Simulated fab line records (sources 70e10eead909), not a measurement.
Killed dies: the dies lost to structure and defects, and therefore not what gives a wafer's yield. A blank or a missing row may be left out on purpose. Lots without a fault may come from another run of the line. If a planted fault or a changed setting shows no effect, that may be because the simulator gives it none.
Chamber matching + flow nand harc + NHARC_P_M2_PRE_CLEAN_32 on pecvd-03: 3 sister chambers
The step time 12 s. 3 wafers are shown with their chamber, then 8 later ones without.

WAFERS, EACH WITH ITS CHAMBER
| wafer  | chamber | heater power w (W) |
|--------|---------|--------------------|
| L086.4 | 2       | 592                |
| L086.5 | 1       | 632                |
| L088.1 | 0       | 671                |

WAFERS WHOSE CHAMBER IS MISSING
| wafer  | heater power w (W) |
|--------|--------------------|
| L088.4 | 654                |
| L088.5 | 577                |
| L093.1 | 597                |
| L093.5 | 620                |
| L093.6 | 572                |
| L094.1 | 629                |
| L094.4 | 637                |
| L094.6 | 524                |

THE CHAMBER EACH PASSED THROUGH
| wafer  | from the rows above          | in truth |
|--------|------------------------------|----------|
| L088.4 | can't be placed: 0 or 1 or 2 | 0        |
| L088.5 | can't be placed: 2 or 1      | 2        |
| L093.1 | can't be placed: 2 or 1      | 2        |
| L093.5 | can't be placed: 1 or 2 or 0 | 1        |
| L093.6 | can't be placed: 2 or 1      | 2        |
| L094.1 | can't be placed: 1 or 2 or 0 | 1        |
| L094.4 | can't be placed: 1 or 0 or 2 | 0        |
| L094.6 | can't be placed: 2 or 1      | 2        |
Correct placement for 0 of the 8. Not placeable from these rows: 8 (in 8, the candidates include the true chamber). Wrongly placed: 0.
How it was worked out, from the rows above alone: a wafer's distance from a chamber is the root of the sum, over the readings, of the square of ((its reading less the chamber's mean) divided by the reading's scatter). The wafer belongs to the nearest chamber; if the next one is less than 2 further off, it can't be placed. Each chamber's mean is taken over the wafers shown for it. The scatter (one wafer shown for each chamber): square how far every hidden wafer sits from the nearest shown wafer, average those squares and take the square root.
